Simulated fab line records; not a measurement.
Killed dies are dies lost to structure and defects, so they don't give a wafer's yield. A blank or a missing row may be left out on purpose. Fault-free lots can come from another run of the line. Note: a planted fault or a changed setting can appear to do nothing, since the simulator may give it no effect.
fab line records	flow nandHarc
[record] lots = 13	wafers = 39	lastDay = 24
route steps=1159 shown P_ZERO_WELL@26 P_GATE@124 END@1159
lots that met no fault: from a run of the same line without faults
startH: hours from the record's first day to the start of the lot's first wafer shown	waitH: hours since the lot's step before	" the same as in the row above	L1.1+2: one row covering several wafers at once	- no value present, or no start provided	* or withheld: withheld	< > ~ a bound
route shown NAME@n: NAME is a module with steps in the file, n the number in the route of the first one	usual: mean and standard deviation over wafers with no fault	same: alike in all rows	chamber/n: place in a boat	sites: the reading at each site	_std_site: their standard deviation	_edge_site: the outer-site mean with the inner-site mean subtracted	radiusMm: how far each site lies from the wafer's centre	mask NAME#n: copy n	behind: the most recent tool/chamber to have shaped the wafer	hold: what put the lot on hold/how long, in hours/how the hold closed	device: transistor that didn't switch, given as n, p or np	end of line: the same wafers' tests at the end of the route	where a step has no rows: the recipe by itself	killed: count of dies lost to structure and defects at first sort (not the wafer's yield)	map: a wafer's dies, x killed, . not, _ none there
set.NAME: the setting that was run; set.NAME@STEP: the one run at that earlier step	model.NAME: the simulator's own value behind a step, which no gauge read
the route's steps for a sample of lots (tables are steps, rows are wafers)
services: from which hour (startH, from the record's first day; less than 0 if before it) a tool's chamber was out of use, for how many hours, and why
[[steps]]
[step NHARC_P_ZERO_WELL_EXPOSE_21]
[recipe] na = 0.6	targetCdNm = 720	doseMj = 22.31	maskId = P_NWELL
lot.wafer	tool	chamber	startH	waitH	mask
L674.1+4+6	krfScanner-04	0	20.42	-	P_NWELL#0
L675.2+3+6	krfScanner-04	0	26.34	-	P_NWELL#0
L676.1+4+6	krfScanner-02	0	32.67	-	P_NWELL#0
L680.1+2+5	krfScanner-02	0	56.30	-	P_HVPW#0
L682.1+4+5	krfScanner-02	0	68.43	-	P_NWELL#0
L688.4+5+6	krfScanner-04	0	104.56	-	P_NWELL#0
L690.2+3+6	krfScanner-02	0	116.50	-	P_NWELL#0
L691.2+3+6	krfScanner-04	0	122.43	-	P_NWELL#0
L692.2+5+6	krfScanner-02	0	128.45	-	P_NWELL#0
L693.1+2+4	krfScanner-02	0	134.33	-	P_NWELL#0
L694.2+3+4	krfScanner-02	0	140.32	-	P_NWELL#0
L695.1+3+4	krfScanner-04	0	146.49	-	P_NWELL#0
L696.4+5+6	krfScanner-03	0	152.32	-	P_NWELL#0
[step NHARC_P_ZERO_WELL_CD_MEAS_24]
[recipe] targetCdNm = 720	landingEnergyEv = 500
[usual] cdNm = 718.9/2.2
lot.wafer	tool	chamber	startH	waitH	cdNm
L674.1	cdSem-01	0	20.58	-	715.0
L674.4	"	0	"	"	716.7
L674.6	"	0	"	"	717.0
L675.2	cdSem-02	0	26.50	-	723.0
L675.3	"	0	"	"	721.5
L675.6	"	0	"	"	717.3
L676.1	cdSem-02	0	32.83	-	717.3
L676.4	"	0	"	"	716.1
L676.6	"	0	"	"	714.9
L680.1	cdSem-01	0	56.47	-	-
L680.2	"	0	"	"	-
L680.5	"	0	"	"	-
L682.1	cdSem-02	0	68.59	-	719.0
L682.4	"	0	"	"	718.0
L682.5	"	0	"	"	718.0
L688.4	cdSem-02	0	104.71	-	722.7
L688.5	"	0	"	"	722.8
L688.6	"	0	"	"	721.9
L690.2	cdSem-01	0	116.65	-	718.9
L690.3	"	0	"	"	715.4
L690.6	"	0	"	"	716.9
L691.2	cdSem-02	0	122.59	-	718.7
L691.3	"	0	"	"	719.2
L691.6	"	0	"	"	717.3
L692.2	cdSem-03	0	128.61	-	718.0
L692.5	"	0	"	"	719.9
L692.6	"	0	"	"	720.6
L693.1	cdSem-02	0	134.48	-	718.4
L693.2	"	0	"	"	719.3
L693.4	"	0	"	"	720.3
L694.2	cdSem-02	0	140.47	-	715.2
L694.3	"	0	"	"	716.8
L694.4	"	0	"	"	716.4
L695.1	cdSem-03	0	146.65	-	720.8
L695.3	"	0	"	"	719.0
L695.4	"	0	"	"	718.6
L696.4	cdSem-03	0	152.47	-	721.9
L696.5	"	0	"	"	721.1
L696.6	"	0	"	"	719.8
[step NHARC_P_GATE_DESCUM_13]
[recipe] timeS = 3	o2FlowSccm = 200	arFlowSccm = 0	biasPowerW = 0	chemistry = O2
[usual] chamberPressureMTorr = 60.00/0.053	drypumpMotorCurrentA = 5.5/0.34	oesProductAu = 1.003/0.009	rfVppV = 57.8/0.91	showerheadPlenumPTorr = 1.89/0.09	throttleValvePct = 11.311/0.0091
lot.wafer	tool	chamber	startH	waitH	chamberPressureMTorr	drypumpMotorCurrentA	oesProductAu	rfHoursCounterH	rfVppV	showerheadPlenumPTorr	throttleValvePct
L674.1	rieDiel-10	1	80.90	-	59.91	5.4	1.015	29	58.5	2.02	11.316
L674.4	"	2	"	"	60.00	5.7	1.006	27	57.4	1.81	11.308
L674.6	"	3	"	"	60.01	5.4	0.995	-	57.4	1.97	11.304
L675.2	rieDiel-10	3	81.05	-	60.08	5.4	0.998	29	56.9	1.97	11.327
L675.3	"	1	"	"	60.02	5.3	1.011	29	58.6	2.02	11.317
L675.6	"	2	"	"	59.94	5.7	1.008	-	56.3	1.81	11.298
L676.1	rieDiel-10	0	93.26	-	60.03	5.4	1.012	34	57.9	1.96	11.316
L676.4	"	1	"	"	60.00	5.3	1.019	33	56.7	2.01	11.314
L676.6	"	1	"	"	59.96	5.3	1.021	-	57.1	2.01	11.306
L682.1	rieDiel-09	0	128.44	-	60.00	5.4	1.020	12	56.8	1.78	11.308
L682.4	"	2	"	"	60.07	6.4	1.001	15	56.8	1.99	11.306
L682.5	"	3	"	"	60.03	5.4	0.987	-	58.6	1.96	11.310
L688.4	rieDiel-10	3	167.00	-	59.99	5.4	1.000	59	59.2	1.96	11.314
L688.5	"	2	"	"	59.98	5.7	1.000	-	57.8	1.80	11.311
L688.6	"	3	"	"	60.11	5.4	0.998	-	59.0	1.96	11.331
L690.3	rieDiel-11	2	178.44	-	60.02	5.9	1.000	35	55.8	1.80	11.318
L690.2	"	3	"	"	60.05	5.2	1.012	36	56.4	1.78	11.303
L690.6	"	3	"	"	60.02	5.2	1.002	-	58.1	1.78	11.314
L692.2	rieDiel-11	0	185.19	-	60.01	5.2	0.997	35	58.0	1.99	11.301
L692.5	"	2	"	"	59.95	5.9	0.994	-	57.1	1.79	11.315
L692.6	"	3	"	"	60.00	5.2	1.013	-	56.3	1.78	11.312
L693.2	rieDiel-09	1	185.19	-	60.02	5.0	0.991	41	58.2	1.84	11.307
L693.4	"	2	"	"	59.98	6.4	1.014	34	57.2	1.99	11.292
L693.1	"	0	"	"	59.99	5.4	1.010	38	57.3	1.77	11.299
L691.2	rieDiel-11	2	185.29	-	59.98	5.9	0.989	37	56.5	1.80	11.327
L691.3	"	3	"	"	60.06	5.2	1.004	37	57.4	1.78	11.301
L691.6	"	3	"	"	60.11	5.2	1.007	-	58.5	1.78	11.309
L695.3	rieDiel-09	2	203.52	-	60.03	6.4	0.989	38	57.6	1.99	11.312
L695.1	"	3	"	"	59.94	5.4	0.991	38	58.8	1.95	11.304
L695.4	"	0	"	"	60.02	5.4	1.013	43	57.9	1.77	11.296
L694.3	rieDiel-09	0	203.68	-	59.95	5.4	1.013	43	57.0	1.77	11.319
L694.4	"	1	"	"	60.10	5.0	0.984	45	57.6	1.84	11.299
L694.2	"	2	"	"	60.02	6.4	1.007	38	57.2	1.99	11.308
L696.4	rieDiel-11	2	212.52	-	59.93	5.9	0.995	-	56.6	1.79	11.326
L696.6	"	0	"	"	60.06	5.2	1.013	-	60.2	1.99	11.302
L696.5	"	2	"	"	60.00	5.9	0.998	-	55.6	1.79	11.311
[step NHARC_P_GATE_DEP_103]
[recipe] targetThkA = 300	targetThkNm = 30	tempC = 400	flowSccm = 200	rfW = 350	material = SiON
[usual] heaterPowerW = 743/80
lot.wafer	tool	chamber	startH	waitH	heaterPowerW	sinceWetCleanH
L674.1	pecvd-01	2	97.29	0.6	895	28
L674.4	"	2	"	"	879	-
L674.6	"	0	"	"	751	-
L675.2	pecvd-02	2	97.86	0.4	666	112
L675.3	"	1	"	"	717	112
L675.6	"	0	"	"	629	-
L676.1	pecvd-01	2	106.43	0.6	921	37
L676.6	"	2	"	"	937	-
L676.4	"	0	"	"	688	-
L682.1	pecvd-01	0	141.34	0.6	663	72
L682.5	"	1	"	"	734	-
L682.4	"	2	"	"	752	-
L688.5	pecvd-04	0	183.18	0.2	667	-
L688.4	"	1	"	"	693	-
L688.6	"	2	"	"	795	-
L690.3	pecvd-02	2	191.70	0.3	792	25
L690.2	"	0	"	"	774	25
L690.6	"	1	"	"	758	-
L693.1	pecvd-02	1	198.24	0.6	749	32
L693.2	"	0	"	"	803	32
L693.4	"	2	"	"	805	-
L692.2	pecvd-01	0	198.26	0.4	712	129
L692.6	"	0	"	"	728	-
L692.5	"	2	"	"	929	-
L691.2	pecvd-02	1	198.44	0.6	792	32
L691.3	"	2	"	"	740	32
L691.6	"	1	"	"	815	-
L694.3	pecvd-01	0	216.40	0.3	705	147
L694.2	"	1	"	"	650	147
L694.4	"	1	"	"	648	-
L695.1	pecvd-01	1	216.57	0.7	655	147
L695.3	"	0	"	"	742	148
L695.4	"	0	"	"	766	-
L696.5	pecvd-04	2	227.60	0.2	882	-
L696.6	"	0	"	"	636	-
L696.4	"	1	"	"	659	-
[step NHARC_P_GATE_OVL_MEAS_27]
[usual] overlayXNm = -0.3/0.76	overlayYNm = -0.1/0.68
lot.wafer	tool	chamber	startH	waitH	overlayXNm	overlayYNm
L674.1	overlay-01	-	97.91	-	0.4	0.7
L674.4	"	-	"	"	0.6	-0.1
L674.6	"	-	"	"	0.5	0.4
L675.2	overlay-02	-	98.51	-	-0.8	-1.1
L675.3	"	-	"	"	-0.4	-0.4
L675.6	"	-	"	"	-1.2	-0.3
L676.1	overlay-01	-	107.04	-	-0.9	-0.5
L676.4	"	-	"	"	-0.2	-1.0
L676.6	"	-	"	"	-0.4	-0.3
L682.1	overlay-02	-	141.93	-	0.7	-0.4
L682.4	"	-	"	"	0.8	-0.3
L682.5	"	-	"	"	0.5	-0.8
L688.4	overlay-02	-	183.86	-	-0.8	-0.7
L688.5	"	-	"	"	-0.5	-0.5
L688.6	"	-	"	"	-1.0	-0.6
L690.2	overlay-01	-	192.34	-	0.1	0.1
L690.3	"	-	"	"	-0.4	-0.4
L690.6	"	-	"	"	0.3	0.1
L693.1	overlay-01	-	199.01	-	-0.5	-0.1
L693.2	"	-	"	"	-0.6	0.1
L693.4	"	-	"	"	-0.1	-0.4
L692.2	overlay-02	-	199.16	-	1.1	1.3
L692.5	"	-	"	"	0.7	0.2
L692.6	"	-	"	"	0.7	0.2
L691.2	overlay-01	-	199.32	-	1.1	-0.6
L691.3	"	-	"	"	1.3	-0.7
L691.6	"	-	"	"	1.0	-0.3
L694.2	overlay-02	-	217.17	-	-1.6	0.7
L694.3	"	-	"	"	-1.1	0.8
L694.4	"	-	"	"	-1.1	0.2
L695.1	overlay-01	-	217.34	-	-1.3	0.2
L695.3	"	-	"	"	-1.2	-0.2
L695.4	"	-	"	"	-1.5	0.7
L696.4	overlay-02	-	228.29	-	0.2	1.0
L696.5	"	-	"	"	0.1	0.7
L696.6	"	-	"	"	0.6	1.1
[step NHARC_END_SORT_01]
[recipe] tempC = 25
[usual] killedAtArray = 25/9.5	killedAtOther = 0.8/1.2	killedAtPeriphery = 3.4/2.2	killedDies = 29/10	killedOpen = 3.3/1.8	killedShort = 2.1/1.4
[same] grossDies = 677
lot.wafer	tool	chamber	startH	waitH	killedAtArray	killedAtOther	killedAtPeriphery	killedDies	killedOpen	killedShort
L680.1	prober-02	0	485.88	2.5	35	1	641	677	5	4
L680.2	prober-02	0	486.67	2.8	35	0	642	677	7	0
L680.5	prober-02	0	489.06	3.7	28	1	648	677	1	0
// killed by level:class
L680.1 P_ZERO_WELL:areaExpose=635 A_CHANNEL_HOLE_D1:chamberFilmFlake=18 A_SLIT:chamberFilmFlake=12 P_GATE:geometricParticle:open=2 A_WL_FILL:geometricParticle:short=2 P_CONTACT:geometricParticle:open=1 P_M0:geometricParticle:short=1 P_M2:geometricParticle:open=1
L680.2 P_ZERO_WELL:areaExpose=637 A_CHANNEL_HOLE_D1:chamberFilmFlake=12 A_CONTACT:chamberFilmFlake=8 A_SLIT:chamberFilmFlake=5 A_SGD_CUT:chamberFilmFlake=3 A_CHANNEL_FILL_D1:geometricParticle:open=2 A_M0:geometricParticle:open=2 A_STAIRCASE:chamberFilmFlake=2
L680.5 P_ZERO_WELL:areaExpose=647 A_CHANNEL_HOLE_D1:chamberFilmFlake=17 A_SLIT:chamberFilmFlake=4 A_CONTACT:chamberFilmFlake=3 A_WL_FILL:geometricParticle:open=1 P_BONDPAD:chamberFilmFlake=1 A_ZERO_WELL:chamberFilmFlake=1 A_CHANNEL_FILL_D1:chamberFilmFlake=1
[[services]]
tool	chamber	startH	hours	kind
rieDiel-09	0	-3.15	1.2	repair
rieDiel-10	-	-0.50	9.0	pm
rieDiel-11	3	0.09	3.5	repair
krfScanner-04	-	4.69	2.6	repair
rieDiel-11	-	12.50	9.0	pm
pecvd-01	-	25.78	0.9	repair
krfScanner-02	-	38.00	4.0	pm
pecvd-01	-	56.11	13.0	pm
rieDiel-11	-	57.62	0.5	repair
rieDiel-11	1	62.98	45.0	repair
rieDiel-11	0	64.74	3.3	repair
rieDiel-09	-	77.17	9.0	pm
rieDiel-11	0	91.15	2.8	repair
pecvd-01	0	107.95	4.8	repair
rieDiel-11	-	122.58	0.6	repair
krfScanner-04	-	126.25	4.0	pm
rieDiel-09	2	136.93	8.3	repair
krfScanner-04	-	138.07	1.1	repair
rieDiel-09	3	144.69	6.2	repair
rieDiel-10	1	152.61	8.9	repair
krfScanner-02	-	176.27	3.2	repair
pecvd-01	-	195.76	0.9	repair
krfScanner-02	-	202.48	6.0	repair
krfScanner-02	-	210.00	4.0	pm
[[key]]
[firstSign] step = NHARC_P_ZERO_WELL_EXPOSE_21	reading = mask	direction = changed
[effect] step = NHARC_P_ZERO_WELL_CD_MEAS_24	reading = cdNm	direction = missing
[effect] step = NHARC_END_SORT_01	reading = killedAtPeriphery	direction = up	sigmas = 99+	usual = 3.4	struck = 643.7
[moreKillsBornAt] NHARC_P_ZERO_WELL_EXPOSE_21@krfScanner-02 = 1919
metAt NHARC_P_ZERO_WELL_EXPOSE_21
struckLots L680
laterRowsLeftOut L680.1,L680.2,L680.5
testerLeftOut L680
notActingAt NHARC_P_GATE_DESCUM_13,NHARC_P_GATE_DEP_103,NHARC_P_GATE_OVL_MEAS_27
onsetBetween 32.67 56.30
[fault] kind = wrongMask	tool = any	chamber = -	onsetH = 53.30	steps = NHARC_P_ZERO_WELL_EXPOSE_21	auxCopy = P_HVPW#0	scope = struckLotsOnly
// testerLeftOut: of these lots the tester's yield and bins aren't shown, on N5 and GAA mostly nor the transistor test; their killed dies are dies lost to structure and defects alone, not to doping, threshold or leakage, so they don't give the yield
// laterRowsLeftOut: the simulator's readings of these wafers behind a module that went badly wrong aren't trusted and aren't shown, but for the sort
